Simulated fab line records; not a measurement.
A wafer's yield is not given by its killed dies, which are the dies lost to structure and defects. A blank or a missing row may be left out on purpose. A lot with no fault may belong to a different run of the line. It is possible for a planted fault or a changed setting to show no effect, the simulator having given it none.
Chamber matching | flow n5 finfet | rie diel-05 running N5_BEOL_M6_ETCH_72: 4 sister chambers
The step etches underlayer in N2/H2, target depth 6.5 nm, time 5.2 s. 20 wafers are shown with their chamber, then 10 later ones without.

EACH WAFER AND ITS CHAMBER
wafer  | chamber | showerhead plenum p Torr (Torr) | drypump motor current A (A) | throttle valve pct (%)
L075.1 | 1       | 2.47                            | 5.5                         | 17.63
L075.2 | 3       | 2.60                            | 5.0                         | 17.78
L075.5 | 0       | 2.44                            | 4.9                         | 18.12
L077.2 | 3       | 2.60                            | 5.0                         | 17.78
L077.3 | 1       | 2.47                            | 5.6                         | 17.66
L077.4 | 0       | 2.43                            | 4.9                         | 18.11
L079.2 | 0       | 2.43                            | 4.9                         | 18.14
L079.3 | 3       | 2.60                            | 5.0                         | 17.79
L079.6 | 0       | 2.43                            | 4.8                         | 18.10
L080.3 | 2       | 2.35                            | 5.7                         | 18.38
L080.4 | 0       | 2.43                            | 4.9                         | 18.13
L080.6 | 2       | 2.35                            | 5.7                         | 18.40
L081.3 | 1       | 2.47                            | 5.6                         | 17.67
L081.4 | 0       | 2.43                            | 4.9                         | 18.13
L081.6 | 2       | 2.35                            | 5.7                         | 18.40
L083.2 | 1       | 2.46                            | 5.6                         | 17.67
L083.5 | 1       | 2.46                            | 5.6                         | 17.68
L083.6 | 2       | 2.35                            | 5.7                         | 18.41
L093.1 | 2       | 2.34                            | 5.7                         | 18.46
L093.2 | 1       | 2.45                            | 5.6                         | 17.73

SIGNATURES (averages over the wafers above)
reading                  | chamber 0 | chamber 1 | chamber 2 | chamber 3 | scatter within a chamber
showerhead plenum p Torr | 2.4317    | 2.4633    | 2.3480    | 2.6000    | 0.00557
drypump motor current A  | 4.883     | 5.583     | 5.700     | 5.000     | 0.0323
throttle valve pct       | 18.1217   | 17.6733   | 18.4100   | 17.7833   | 0.0251
Rule: for each reading, subtract the chamber's mean from the wafer's reading, divide by that reading's scatter and square the result; add these up over the readings and take the root, which gives the wafer's distance from the chamber. If the next closest chamber is less than 2 further off than the closest, the wafer can't be placed; otherwise it belongs to the closest. The scatter: the root of (the sum of the squares of (reading less its chamber's mean) over the shown wafers, divided by (wafers less chambers)).

WAFERS MISSING THEIR CHAMBER
wafer  | showerhead plenum p Torr (Torr) | drypump motor current A (A) | throttle valve pct (%)
L093.3 | 2.42                            | 4.9                         | 18.18
L093.4 | 2.45                            | 5.6                         | 17.71
L093.5 | 2.34                            | 5.7                         | 18.45
L093.6 | 2.42                            | 4.8                         | 18.19
L094.1 | 2.42                            | 4.9                         | 18.17
L094.2 | 2.34                            | 5.7                         | 18.45
L094.3 | 2.45                            | 5.6                         | 17.72
L094.4 | 2.45                            | 5.6                         | 17.73
L094.5 | 2.34                            | 5.7                         | 18.47
L094.6 | 2.42                            | 4.9                         | 18.20

CHAMBER TAKEN BY EACH
wafer  | from the rows above | in truth
L093.3 | 0                   | 0
L093.4 | 1                   | 1
L093.5 | 2                   | 2
L093.6 | 0                   | 0
L094.1 | 0                   | 0
L094.2 | 2                   | 2
L094.3 | 1                   | 1
L094.4 | 1                   | 1
L094.5 | 2                   | 2
L094.6 | 0                   | 0
Placed correctly: 10 of 10. Not placeable from these rows: 0. Placed wrongly: 0.
